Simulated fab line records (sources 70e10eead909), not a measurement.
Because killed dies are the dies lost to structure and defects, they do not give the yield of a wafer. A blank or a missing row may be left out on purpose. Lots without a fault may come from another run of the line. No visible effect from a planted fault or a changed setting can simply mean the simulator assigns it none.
Comparing a struck lot with a sound one	flow nand_harc	14 steps out of a route of 1159
Sound: these wafers, L543.2, L543.3, L543.4. The struck wafers were L531.1, L531.2, L531.3. The cause is given at the end.
Each step with rows lists, per side, the tool, then ch with its chambers, then its first start. Under that, the readings that differ: sound wafers	struck wafers	difference of the means	sigmas: that difference in standard deviations of wafers without a fault.
alike: readings whose means differ by less than 2 such deviations, and words and numbers that are the same on both sides. not compared: withheld readings, readings that some wafer has no value for, bounds like >300 that may hide the same value, and numbers for which the record gives no deviation and whose values overlap.
A row with sigmas, a row that says differs or no value, or rows on one side alone: a step with any of these is where the two part. Numbers that have no deviation but don't overlap get no sigmas and don't part them. Lack of a reading on every wafer of one side parts them only where that side has two or more wafers.

first, 1 step without rows for these wafers: NHARC_A_CHANNEL_HOLE_D1_SRD_29.
NHARC_A_CHANNEL_HOLE_D1_CD_MEAS_30:
  struck on cd_sem-03, day 9 07:34; sound on cd_sem-03, day 11 21:29
  alike: cd_nm
next, for these wafers, 1 step has no rows: NHARC_A_CHANNEL_HOLE_D1_XSEM_31.
NHARC_A_CHANNEL_HOLE_D1_INSPECT_40:
  struck on defect_inspect-01, day 9 07:44; sound on defect_inspect-01, day 11 21:40
  alike: raw_defect_count
then, 2 steps without rows for these wafers: NHARC_A_CHANNEL_FILL_D1_PRECLEAN_00 (cleans in SC1); NHARC_A_CHANNEL_FILL_D1_SRD_01.
NHARC_A_CHANNEL_FILL_D1_ALD_02: deposits SiO2, target thk 6 nm, pulse time 10 s, ald cycles 60.
  sound on ald_hk-03 ch 1,2,3, day 11 21:52; struck on ald_hk-01 ch 0,1,3, day 9 07:56
reading	sound	struck	difference	sigmas
since_wet_clean_h (h)	107 106 107	140 140 140	+33	
susceptor_temp_C (C)	- - -	299.93 300.22 299.87	no value on the sound wafers	
  alike: heater_power_w, precursor_pulse_height_rel
NHARC_A_CHANNEL_FILL_D1_ALD_03: deposits SiNx, target thk 6 nm, pulse time 60 s, ald cycles 58.
  sound: ald_sin_batch-03 ch 0; struck: ald_sin_batch-01 ch 0
  alike: precursor_pulse_height_rel, susceptor_temp_C
then, 1 step without rows for these wafers: NHARC_A_CHANNEL_FILL_D1_ALD_14 (deposits SiO2, target thk 2.5 nm, pulse time 10 s, ald cycles 25).
NHARC_A_CHANNEL_FILL_D1_ALD_15: deposits SiNx, target thk 2 nm, pulse time 60 s, ald cycles 19.
  sound: ald_sin_batch-02 ch 0; struck: ald_sin_batch-02 ch 0
  alike: precursor_pulse_height_rel, susceptor_temp_C
NHARC_A_CHANNEL_FILL_D1_ALD_16: deposits SiO2, target thk 1.5 nm, pulse time 10 s, ald cycles 15.
  sound on ald_hk-03 ch 0,2,3, day 12 11:30; struck on ald_hk-01 ch 0,1,2, day 9 17:55
reading	sound	struck	difference	sigmas
since_wet_clean_h (h)	120 120 120	150 150 150	+30	
  alike: heater_power_w, precursor_pulse_height_rel, susceptor_temp_C
then, 1 step without rows for these wafers: NHARC_A_CHANNEL_FILL_D1_ANNEAL_17 (time 1800 s).
NHARC_A_CHANNEL_FILL_D1_CVD_18: deposits poly-Si, target thk 3 nm.
  sound on lpcvd_poly-02 ch 0, day 12 21:10; struck on lpcvd_poly-01 ch 0, day 10 05:37
NHARC_A_CHANNEL_FILL_D1_ETCHBACK_19: etches the open film in HBr/Cl2, target depth 5 nm, time 1.7 s.
  sound on rie_si-04 ch 0,1,3, day 12 23:14; struck on rie_si-05 ch 1,2,3, day 10 08:01
reading	sound	struck	difference	sigmas
rf_hours_counter_h (h)	0 0 0	1.5 1.4 1.4	+1.4	
  alike: drypump_motor_current_A, he_backside_leak_sccm, mfc_cl2_sccm, oes_product_au, rf_fwd_power_W, throttle_valve_pct

## WHERE THEY PART
Only at NHARC_A_CHANNEL_FILL_D1_ALD_02, as far as this record shows. Later steps at which nothing parts them and some readings are alike: NHARC_A_CHANNEL_FILL_D1_ALD_03, NHARC_A_CHANNEL_FILL_D1_ALD_15, NHARC_A_CHANNEL_FILL_D1_ALD_16, NHARC_A_CHANNEL_FILL_D1_ETCHBACK_19.

WHY: the cause the simulator had injected
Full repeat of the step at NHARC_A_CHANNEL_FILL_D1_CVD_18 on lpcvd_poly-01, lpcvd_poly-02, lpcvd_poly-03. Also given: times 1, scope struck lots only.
